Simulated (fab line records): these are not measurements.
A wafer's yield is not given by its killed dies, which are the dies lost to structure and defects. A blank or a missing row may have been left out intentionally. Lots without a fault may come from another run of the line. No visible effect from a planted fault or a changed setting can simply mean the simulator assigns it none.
fab line records	flow n5-finfet
[record] lots = 5	wafers = 15	last-day = 16
route steps=1938 shown SD_EPI_N@263 BEOL_M4@1111 PASSIVATION@1936
lots that met no fault: taken from a fault-free run of the same line
start-h: hours from the record's opening day to when the first of the lot's shown wafers began	wait-h: how many hours have passed since the lot's step before this one	" the same as in the row above	L1.1+2: several wafers, shown together as one row	- no value, or no start given	* or withheld: withheld	< > ~ a bound
route shown NAME@n: NAME is a module with steps in the file, n the number in the route of the first one	usual: mean and standard deviation over wafers with no fault	same: alike in all rows	chamber/n: place in a boat	sites: the reading at each site	_std_site: standard deviation across them	_edge_site: inner sites' mean taken away from outer sites' mean	radius-mm: for every site, how far away it sits from the centre of the wafer	mask NAME#n: copy n	behind: the last tool/chamber to shape the wafer	hold: why the lot was held/for how many hours/how that ended	device: names the non-switching transistor (n, p or np)	end of line: the tests these same wafers got at the end of their route	a step without rows: its recipe alone	killed: at the first sort, the dies lost to defects and structure; wafer yield is something else	map: dies across one wafer; x = killed, . = not, _ = none there
set.NAME: the setting that was run; set.NAME@STEP: the one run at that earlier step	model.NAME: the simulator's own value behind a step, which no gauge read
lots at some steps of the route; a table a step, a row a wafer
services: a tool's chamber out of use, with start hour (start-h, from the record's first day; less than 0 if before it), hours out, and reason
[[steps]]
[step N5_SD_EPI_N_COAT_33]
[recipe] resist = SiARC	temp-c = 220	time-s = 60	spin-rpm = 1500	resist-thk-nm = 35
[step N5_SD_EPI_N_COAT_03]
[recipe] resist = CAR-ArF-block	spin-rpm = 1500	resist-thk-nm = 150
[step N5_SD_EPI_N_EBR_05]
[recipe] solvent = PGMEA	ebr-width-mm = 1.5
[step N5_SD_EPI_N_SOFTBAKE_04]
[recipe] temp-c = 110	time-s = 60	resist = CAR-ArF-block
[step N5_SD_EPI_N_EXPOSE_06]
[recipe] mask-id = SD_N_BLK	na = 1.35	source-shape = conventional	sigma-outer = 0.8	polarization = unpolarized	target-cd-nm = 120	dose-mj = 39.75
[step N5_SD_EPI_N_PEB_07]
[recipe] peb-temp-c = 110	peb-time-s = 60	resist = CAR-ArF-block
[step N5_SD_EPI_N_DEVELOP_08]
[recipe] develop-time-s = 30	developer = TMAH	resist = CAR-ArF-block	dev-temp-c = 23	rinse-liquid = diw	dry = air-spin
[step N5_SD_EPI_N_DESCUM_14]
[recipe] chemistry = O2	time-s = 7.9	source-power-w = 50	bias-power-w = 20	pressure-mtorr = 20	rf-frequency-hz = 2.712e+07	temp-c = 40	resist = CAR-ArF-block	o2-flow-sccm = 225
[step N5_SD_EPI_N_ETCH_34]
[recipe] chemistry = CF4	target = SiARC	target-depth-a = 455	mask-material = CAR-ArF-block	time-s = 75.8	ion-energy-ev = 80	pressure-mtorr = 40	source-w = 545	bias-w = 36	Ar_flow_sccm = 100	cf4-flow-sccm = 100	ends = cleared
[step N5_SD_EPI_N_ETCH_35]
[recipe] chemistry = N2/H2	target = SOC	overetch-a = 1080	mask-material = SiARC	temp-c = 40	ion-energy-ev = 100	source-w = 3000	bias-w = 133	pressure-mtorr = 20	time-s = 486	n2-flow-sccm = 200	h2-flow-sccm = 200
[usual] drypump-motor-current-A = 5.5/0.5	oes-product-au = 0.68/0.072	rf-vpp-V = 240.6/1.3	showerhead-plenum-p-Torr = 2.53/0.076	throttle-valve-pct = 23.9/0.36
lot.wafer	tool	chamber	start-h	wait-h	drypump-motor-current-A	oes-product-au	rf-hours-counter-h	rf-vpp-V	showerhead-plenum-p-Torr	throttle-valve-pct	model.SD_EPI_N.cd-nm	model.SiARC_of_SD_EPI_N_COAT_33.thk-nm
L862.1	rie-diel-04	2	49.27	0.0	5.0	0.65	218	239.0	2.51	23.8	119.2	19.6
L862.5	"	0	"	"	5.0	0.65	-	241.8	2.54	24.4	120.2	19.6
L862.6	"	1	"	"	6.0	0.68	-	242.7	2.64	24.2	120	19.6
L877.4	rie-diel-04	3	141.34	0.2	6.2	0.63	-	239.7	2.50	23.7	121.4	20.2
L877.5	"	1	"	"	6.0	0.66	-	241.5	2.63	24.3	125.8	13.8
L877.6	"	0	"	"	5.0	0.61	-	238.7	2.53	24.4	119.2	19.8
L878.4	rie-diel-04	0	144.21	0.2	5.0	0.62	-	240.2	2.53	24.4	119	19.6
L878.5	"	1	"	"	6.0	0.66	-	239.9	2.63	24.3	124.8	13.6
L878.6	"	3	"	"	6.2	0.63	-	240.1	2.50	23.7	120	20
L879.3	rie-diel-02	3	149.80	0.0	5.3	0.84	17	243.0	2.69	23.4	119.8	19.2
L879.4	"	1	"	"	6.4	0.63	244	240.3	2.50	23.3	121.8	20.2
L879.5	"	3	"	"	5.3	0.84	-	242.3	2.69	23.4	119	19
L881.2	rie-diel-04	0	162.92	0.0	5.0	0.63	251	239.6	2.52	24.4	126.4	14.4
L881.3	"	1	"	"	6.0	0.66	190	241.4	2.62	24.3	120	19.8
L881.4	"	3	"	"	6.2	0.62	-	239.5	2.50	23.7	119.8	20.4
[step N5_SD_EPI_N_STRIP_36]
[recipe] chemistry = N2/H2	temp-c = 40	n2-flow-sccm = 200	h2-flow-sccm = 200	rf-frequency-hz = 6e+07
[step N5_SD_EPI_N_ETCHBACK_44]
[recipe] chemistry = CH3F/O2	mode = anisotropic-etchback	target = SiNx	target-depth-a = 145	stop-on = SiO2	over-etch-frac = 0.3	ion-energy-ev = 120	pressure-mtorr = 30	source-w = 395	bias-w = 73	Ar_flow_sccm = 150	CH3F_flow_sccm = 30	O2_flow_sccm = 20
[step N5_SD_EPI_N_ETCH_45]
[recipe] chemistry = CH3F/O2	target = SiOCN	target-depth-a = 60	mask-material = SOC	ion-energy-ev = 60	bias-w = 29	pressure-mtorr = 15	source-w = 410	Ar_flow_sccm = 150	CH3F_flow_sccm = 30	O2_flow_sccm = 20
[step N5_SD_EPI_N_ETCH_16]
[recipe] chemistry = CHF3/O2	target = SiO2	target-depth-a = 50	mask-material = SOC	pressure-mtorr = 30	source-w = 650	bias-w = 170	Ar_flow_sccm = 200	CHF3_flow_sccm = 50	O2_flow_sccm = 5	ion-energy-ev = 200
[usual] CHF3_flow_sccm = 49.97/0.15	drypump-motor-current-A = 5.5/0.5	oes-product-au = 0.76/0.085	rf-vpp-V = 530/8.7	showerhead-plenum-p-Torr = 2.40/0.073	throttle-valve-pct = 18.95/0.25
lot.wafer	tool	chamber	start-h	wait-h	CHF3_flow_sccm	drypump-motor-current-A	oes-product-au	rf-hours-counter-h	rf-vpp-V	showerhead-plenum-p-Torr	throttle-valve-pct	model.SiARC_of_SD_EPI_N_COAT_33.thk-nm
L862.1	rie-diel-04	2	49.79	0.1	49.73	5.0	0.73	218	524	2.38	18.97	12.2
L862.5	"	0	"	"	50.00	5.0	0.71	-	532	2.37	18.97	12.4
L862.6	"	1	"	"	50.07	6.0	0.77	-	538	2.52	19.25	12
L877.4	rie-diel-04	3	141.73	0.0	49.82	6.1	0.69	-	524	2.36	18.91	13
L877.5	"	1	"	"	50.08	6.0	0.74	-	540	2.50	19.30	6.4
L877.6	"	0	"	"	49.75	5.0	0.69	-	530	2.36	19.02	12.4
L878.4	rie-diel-04	0	144.60	0.0	50.32	5.0	0.68	-	533	2.36	19.04	12.4
L878.5	"	1	"	"	50.05	6.0	0.73	-	540	2.50	19.29	6.2
L878.6	"	3	"	"	50.27	6.2	0.69	-	525	2.36	18.89	12.8
L879.3	rie-diel-02	3	150.32	0.1	49.79	5.3	0.95	17	535	2.56	18.69	11.6
L879.4	"	1	"	"	49.99	6.4	0.68	244	524	2.37	18.64	13.2
L879.5	"	3	"	"	49.91	5.3	0.94	-	537	2.56	18.70	11.4
L881.2	rie-diel-04	0	163.45	0.1	49.94	5.0	0.68	251	533	2.35	19.04	7
L881.3	"	1	"	"	49.85	6.0	0.74	190	539	2.50	19.31	12.4
L881.4	"	3	"	"	50.05	6.2	0.69	-	526	2.36	18.91	13.2
[step N5_SD_EPI_N_STRIP_47]
[recipe] chemistry = CHF3/O2	resist = SiARC	rf-frequency-hz = 6e+07
[step N5_SD_EPI_N_SD_RECESS_17]
[recipe] chemistry = HBr/Cl2/O2	target-depth-a = 410	mask-material = SOC	time-s = 23.7	bt-time-s = 3	pressure-mtorr = 10	icp-w = 800	bias-w = 112	HBr_flow_sccm = 150	Cl2_flow_sccm = 80	O2_flow_sccm = 12
[usual] drypump-motor-current-A = 5.7/0.42	oes-product-au = 0.999/0.019	throttle-valve-pct = 37.1/0.38
lot.wafer	tool	chamber	start-h	wait-h	drypump-motor-current-A	oes-product-au	rf-hours-counter-h	throttle-valve-pct	model.SD_EPI_N.cd-nm
L862.1	rie-si-04	1	49.87	0.0	5.9	0.977	48	37.3	119
L862.5	"	3	"	"	5.9	0.995	-	36.4	120.2
L862.6	"	2	"	"	6.0	1.028	-	37.7	119.8
L877.4	rie-si-02	1	141.78	0.0	6.2	1.002	113	36.7	121.6
L877.5	"	0	"	"	5.3	0.976	-	37.2	125.8
L877.6	"	3	"	"	5.7	1.022	-	36.6	119.4
L878.4	rie-si-03	1	144.65	0.0	5.0	0.974	101	37.1	119
L878.5	"	0	"	"	6.2	1.014	-	36.7	124.6
L878.6	"	1	"	"	5.0	0.978	-	37.1	119.8
L879.3	rie-si-04	1	150.39	0.0	5.8	0.976	50	37.4	119.8
L879.4	"	1	"	"	5.9	0.969	-	37.3	122
L879.5	"	0	"	"	6.0	0.980	-	37.3	118.8
L881.2	rie-si-03	2	163.52	0.0	6.0	1.011	5	36.8	126.4
L881.3	"	0	"	"	6.2	1.019	7	36.7	119.8
L881.4	"	3	"	"	5.8	0.996	78	37.0	119.8
[step N5_SD_EPI_N_STRIP_38]
[recipe] chemistry = N2/H2	power-w = 1000	temp-c = 250	h2-frac = 0.65	overash-fraction = 0.3	pressure-mtorr = withheld	n2-flow-sccm = 1750	h2-flow-sccm = 3250
[step N5_BEOL_M4_RC_MEAS_101]
[usual] DIBL_N = 35.8/1.5	DIBL_P = 35.9/1.8	IOFF_N = 0.152/0.025	IOFF_P = 0.21/0.031	ION_N = 672/11	ION_P = 462/7.4	SS_N = 71.5/0.52	SS_P = 73.2/0.54	VT_N = 250/3	VT_P = -250/3.3
lot.wafer	tool	chamber	start-h	wait-h	DIBL_N[mV/V]	DIBL_P[mV/V]	IOFF_N[nA/um]	IOFF_P[nA/um]	ION_N[uA/um]	ION_P[uA/um]	SS_N[mV/dec]	SS_P[mV/dec]	VT_N[mV]	VT_P[mV]
L862.1	prober-02	0	171.86	0.0	37.5	37.0	0.167	0.24	668	461	71.9	72.3	249	-248
L862.5	"	0	"	"	35.3	35.3	0.140	0.21	670	465	71.8	73.0	251	-248
L862.6	"	0	"	"	36.5	36.3	0.156	0.22	673	466	71.8	73.5	250	-249
L877.4	prober-02	0	262.10	0.5	34.4	35.2	0.132	0.20	667	466	71.5	72.7	252	-250
L877.5	"	0	"	"	35.7	36.7	0.153	0.21	680	465	71.1	73.0	248	-248
L877.6	"	0	"	"	34.7	34.7	0.126	0.19	656	454	71.1	73.1	256	-251
L878.4	prober-01	0	264.18	0.5	33.9	34.5	0.137	0.21	658	459	71.7	72.7	251	-250
L878.5	"	0	"	"	36.2	36.7	0.179	0.25	665	467	72.8	73.0	247	-245
L878.6	"	0	"	"	36.5	38.1	0.194	0.27	694	476	72.0	73.1	247	-247
L879.3	prober-01	0	285.21	0.3	35.5	35.8	0.171	0.21	661	456	71.7	73.2	246	-249
L879.4	"	0	"	"	36.2	37.2	0.177	0.23	693	470	70.9	73.8	246	-248
L879.5	"	0	"	"	36.6	37.0	0.176	0.22	672	458	71.3	74.2	248	-248
L881.2	prober-02	0	285.99	0.2	34.3	35.6	0.129	0.20	669	464	71.0	73.1	256	-252
L881.3	"	0	"	"	34.3	36.2	0.141	0.21	676	466	70.4	73.1	252	-253
L881.4	"	0	"	"	36.2	38.6	0.161	0.24	677	468	71.2	73.8	250	-252
[step N5_PASSIVATION_PROBE_49]
[usual] defect-limited-yield = 91.7/1.7	killed_at_M0_to_M3 = 34/10	killed_at_M4_up = 13/5.1	killed-at-contacts = 12/6.2	killed-at-front-end = 36/12	killed-at-other = 3.2/2.6	killed-dies = 98/20	killed-open = 65/13	killed-short = 32/8.4	sort_bin_5_function = 4.8/1.1	sort_bin_6_memory = 3.2/0.74	sort-n-pass = 1082/20	sort-yield-pct = 91.7/1.7
[same] gross-dies = 1180	killed-at-back-side = 0	sort_bin_4_leakage[%] = 0	sort_bin_8_speed[%] = 0
lot.wafer	tool	chamber	start-h	wait-h	defect-limited-yield[%]	killed_at_M0_to_M3	killed_at_M4_up	killed-at-contacts	killed-at-front-end	killed-at-other	killed-dies	killed-open	killed-short	sort_bin_5_function[%]	sort_bin_6_memory[%]	sort-n-pass	sort-yield-pct[%]
L878.5	prober-02	-	368.60	0.2	91.2	20	13	19	50	2	104	70	33	5.3	3.1	1076	91.2
// killed by level:class
L878.5 STI_FIN_REVEAL:geometric-particle:open=19 MOL_CONTACT_COAG:geometric-particle:open=15 FIN_SAQP:geometric-particle:short=12 BEOL_M0_SAQP:geometric-particle:open=7 BEOL_M4:geometric-particle:open=7 FIN_SAQP:geometric-particle:open=5 BEOL_M3:geometric-particle:open=5 MOL_CONTACT_COAG:geometric-particle:short=4
[[services]]
tool	chamber	start-h	hours	kind
rie-si-03	-	26.22	1.2	repair
rie-si-02	1	26.48	19.3	repair
rie-si-03	3	30.37	5.1	repair
rie-si-03	1	39.23	1.2	repair
rie-si-02	-	43.05	3.5	repair
rie-si-03	1	59.21	1.6	repair
rie-si-03	2	75.40	5.5	repair
rie-si-02	-	83.60	2.8	pm
rie-diel-02	3	87.23	-	clean
rie-diel-02	3	87.23	-	consumable-replace:focus-ring
rie-diel-02	3	87.23	-	consumable-replace:showerhead
rie-diel-02	3	87.23	14.4	scheduled-down
rie-diel-02	3	87.23	14.4	vent-cycle
rie-si-03	2	98.76	11.3	repair
rie-si-04	3	139.61	-	clean
rie-si-04	3	139.61	21.5	scheduled-down
rie-si-04	3	139.61	21.5	vent-cycle
rie-diel-04	2	139.87	-	clean
rie-diel-04	2	139.87	-	consumable-replace:focus-ring
rie-diel-04	2	139.87	23.9	scheduled-down
rie-diel-04	2	139.87	23.9	vent-cycle
[[key]]
first-sign none at tools or gauges
[model-effect] step = N5_SD_EPI_N_ETCH_35	value = SD_EPI_N.cd-nm	without = 119.9	struck = 125.7
[model-effect] step = N5_SD_EPI_N_ETCH_16	value = SiARC_of_SD_EPI_N_COAT_33.thk-nm	without = 12.4	struck = 6.533
[model-effect] step = N5_SD_EPI_N_SD_RECESS_17	value = SD_EPI_N.cd-nm	without = 119.8	struck = 125.6
met-at N5_SD_EPI_N_ETCH_35
struck-wafers L877.5,L878.5,L881.2
onset-between 49.27 141.34
[fault] kind = process-parameter-drift	tool = rie-diel-04	chamber = -	onset-h = 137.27	steps = N5_SD_EPI_N_ETCH_35	channel = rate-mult	offset = 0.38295	shape = step	end-h = 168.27	scope = struck-wafers-only
